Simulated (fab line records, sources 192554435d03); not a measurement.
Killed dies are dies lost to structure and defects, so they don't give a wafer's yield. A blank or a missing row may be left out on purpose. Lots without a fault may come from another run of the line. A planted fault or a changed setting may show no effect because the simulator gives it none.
Chamber matching | flow n5_finfet | N5_BEOL_M2_ETCH_63 on rie_diel-03: 4 sister chambers
The step etches SiARC in CF4, target depth 15.6 nm, time 26 s. 14 wafers are shown with their chamber, then 7 later ones without.

WAFERS WITH THEIR CHAMBER
wafer  | chamber | drypump_motor_current_A (A) | showerhead_plenum_p_Torr (Torr) | throttle_valve_pct (%)
L076.1 | 3       | 6.5                         | 2.28                            | 15.27
L076.2 | 0       | 5.0                         | 2.19                            | 15.66
L076.5 | 3       | 6.5                         | 2.28                            | 15.28
L077.1 | 1       | 6.6                         | 2.04                            | 15.88
L077.2 | 2       | 4.8                         | 2.10                            | 15.14
L077.3 | 0       | 5.0                         | 2.19                            | 15.68
L082.1 | 0       | 5.0                         | 2.18                            | 15.68
L082.3 | 1       | 6.6                         | 2.03                            | 15.91
L082.6 | 1       | 6.5                         | 2.03                            | 15.90
L089.2 | 0       | 5.0                         | 2.18                            | 15.73
L089.3 | 2       | 4.8                         | 2.09                            | 15.20
L089.6 | 3       | 6.5                         | 2.27                            | 15.31
L092.1 | 3       | 6.5                         | 2.26                            | 15.35
L092.4 | 3       | 6.5                         | 2.26                            | 15.34

SIGNATURES (means of the wafers above)
reading                  | chamber 0 | chamber 1 | chamber 2 | chamber 3 | scatter within a chamber
drypump_motor_current_A  | 5.000     | 6.567     | 4.800     | 6.500     | 0.0258
showerhead_plenum_p_Torr | 2.1850    | 2.0333    | 2.0950    | 2.2700    | 0.00785
throttle_valve_pct       | 15.6875   | 15.8967   | 15.1700   | 15.3100   | 0.0315
Rule: a wafer's distance from a chamber is the root of the sum, over the readings, of the square of ((its reading less the chamber's mean) divided by the reading's scatter). The wafer belongs to the nearest chamber; if the next one is less than 2 further off, it can't be placed. The scatter: the root of (the sum of the squares of (reading less its chamber's mean) over the shown wafers, divided by (wafers less chambers)).

WAFERS WITHOUT THEIR CHAMBER
wafer  | drypump_motor_current_A (A) | showerhead_plenum_p_Torr (Torr) | throttle_valve_pct (%)
L092.6 | 4.8                         | 2.09                            | 15.21
L093.1 | 6.6                         | 2.26                            | 15.36
L093.3 | 5.0                         | 2.17                            | 15.75
L093.5 | 5.0                         | 2.17                            | 15.75
L096.2 | 5.0                         | 2.17                            | 15.75
L096.4 | 5.0                         | 2.17                            | 15.77
L096.6 | 4.8                         | 2.08                            | 15.24

WHICH CHAMBER EACH WENT THROUGH
wafer  | from the rows above | in truth
L092.6 | 2                   | 2
L093.1 | 3                   | 3
L093.3 | 0                   | 0
L093.5 | 0                   | 0
L096.2 | 0                   | 0
L096.4 | 0                   | 0
L096.6 | 2                   | 2
Placed correctly: 7 of 7. Can't be placed from these rows: 0. Placed wrongly: 0.
